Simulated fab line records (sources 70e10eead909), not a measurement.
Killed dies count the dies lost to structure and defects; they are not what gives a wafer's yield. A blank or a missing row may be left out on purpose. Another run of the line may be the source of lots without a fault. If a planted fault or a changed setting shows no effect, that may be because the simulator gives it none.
Struck lot and sound lot, side by side    flow nandHarc    14 steps out of a route of 1302
Sound: the wafers L804.4, L804.5, L804.6. The struck wafers were L805.2, L805.4, L805.5. Last of all comes the cause.
For every step that has rows: the tool of each side, followed by ch and its chambers, followed by its first start. Under that, the readings that differ: sound wafers    struck wafers    difference of the means    sigmas: that difference in standard deviations of wafers without a fault.
alike: readings with means less than 2 such deviations apart, plus words and numbers identical on both sides. not compared: withheld readings, readings lacking a value on some wafer, bounds such as >300 that could conceal the same value, and numbers that have no deviation in the record and whose values overlap.
Wherever a step has rows on one side only, a row that says differs or no value, or a row with sigmas, the two part there. Numbers that don't overlap but have no deviation are shown without sigmas and don't part them. A reading missing from all wafers of one side parts the sides only when that side holds two or more wafers.

NHARC_A_BLC_STRIP_29: strips in CF4.
  sound on rieDiel-02 ch 0,1, day 25 12:02; struck on rieDiel-02 ch 0,2, day 26 00:38
  alike: drypumpMotorCurrentA, oesProductAu, rfVppV, showerheadPlenumPTorr, throttleValvePct
  not compared: rfHoursCounterH
NHARC_A_BLC_STRIP_21: strips in O2.
  sound on rieDiel-02 ch 0,2,3, day 25 12:10; struck on rieDiel-02 ch 0,1,3, day 26 00:45
  alike: drypumpMotorCurrentA, oesProductAu, rfVppV, showerheadPlenumPTorr, throttleValvePct
  not compared: rfHoursCounterH
then, 1 step without rows for these wafers: NHARC_A_BLC_STRIP_22 (strips in post etch residue remover, time 600 s).
NHARC_A_BLC_DEGAS_30: time 60 s.
  struck on pvdSputter-01, day 26 01:11; sound on pvdSputter-03, day 25 12:35
  alike: heaterPowerW
then, 1 step without rows for these wafers: NHARC_A_BLC_PRE_CLEAN_31 (time 15 s).
NHARC_A_BLC_PVD_32: deposits Ti, target thk 5 nm, time 17.7 s.
  sound on pvdSputter-03; struck on pvdSputter-01
  alike: chamberPressurePa, substrateTempC, throttleValvePct
NHARC_A_BLC_ALD_23: deposits TiN, target thk 3 nm, pulse time 1 s, ald cycles 150.
  sound on aldMetal-04 ch 0,1,3, day 25 12:51; struck on aldMetal-02 ch 2,3, day 26 01:26
  alike: heaterPowerW, precursorPulseHeightRel
then, 3 steps without rows for these wafers: NHARC_A_BLC_CVD_24 (deposits W, target thk 150 nm, time 434 s); NHARC_A_BLC_CMP_25 (polishes, t overpolish 30 s, target thk 150 nm); NHARC_A_BLC_SRD_27.
NHARC_A_BLC_INSPECT_28:
  struck on defectInspect-01, day 26 02:35; sound on defectInspect-01, day 25 13:57
  alike: rawDefectCount
NHARC_A_M0_DEP_00: deposits SiOC, target thk 150 nm.
  sound on pecvd-03 ch 1,2, day 25 14:09; struck on pecvd-04 ch 0,1,2, day 26 02:40
  no value came back on the struck wafers for chamberPressureTorr (Torr), rfFwdPowerW (W); on the sound wafers chamberPressureTorr (Torr) reads 5.006 5.017 5.000
then, 1 step without rows for these wafers: NHARC_A_M0_DEHYDRATE_01 (time 120 s).
NHARC_END_SORT_01:
  sound on prober-02 ch 0, day 27 09:59; struck on prober-02 ch 0, day 27 20:56
reading                 sound           struck       difference  sigmas
defectLimitedYield (%)  92.9 92.3 92.3  0 0 0        -92         -42
killedAtArray           46 49 49        671 672 669  +623        +42
killedDies              48 52 52        677 677 677  +626        +42
  alike: killedAtOther, killedAtPeriphery, killedOpen, killedShort

== WHERE THEY PART ==
Last at NHARC_END_SORT_01 as far as this record goes, first at NHARC_A_M0_DEP_00.

WHY: the cause the simulator had injected
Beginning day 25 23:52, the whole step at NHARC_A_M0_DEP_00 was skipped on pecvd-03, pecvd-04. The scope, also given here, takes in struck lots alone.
